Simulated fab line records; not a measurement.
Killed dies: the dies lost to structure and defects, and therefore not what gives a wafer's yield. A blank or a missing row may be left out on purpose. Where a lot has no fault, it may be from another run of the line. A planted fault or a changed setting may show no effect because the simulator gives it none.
Chamber matching -- flow n5_finfet -- N5_BEOL_M2_ETCH_63 on rie_diel-02: 4 sister chambers
The step etches SiARC in CF4, target depth 15.6 nm, time 26 s. 4 wafers are shown with their chamber, then 7 later ones without.

WAFERS WITH THEIR CHAMBER
wafer,chamber,drypump_motor_current_A (A)
L077.5,3,5.3
L086.3,1,5.9
L091.1,2,5.6
L091.2,0,6.8

WAFERS WITHOUT THEIR CHAMBER
wafer,drypump_motor_current_A (A)
L091.4,5.9
L095.2,6.0
L095.4,5.3
L095.6,5.3
L097.4,5.6
L097.5,5.6
L097.6,5.9

CHAMBER TAKEN BY EACH
wafer,from the rows above,in truth
L091.4,1,1
L095.2,1,1
L095.4,3,3
L095.6,3,3
L097.4,2,2
L097.5,2,2
L097.6,1,1
7 of 7 placed correctly. From these rows, 0 cannot be placed. Wrongly placed: 0.
How it was worked out, from the rows above alone: a wafer's distance from a chamber is the root of the sum, over the readings, of the square of ((its reading less the chamber's mean) divided by the reading's scatter). The wafer belongs to the nearest chamber; if the next one is less than 2 further off, it can't be placed. For every chamber, the mean is computed from those of its wafers that are shown. The scatter: root of mean squared gap, hidden wafer to nearest shown wafer, with one shown wafer a chamber.
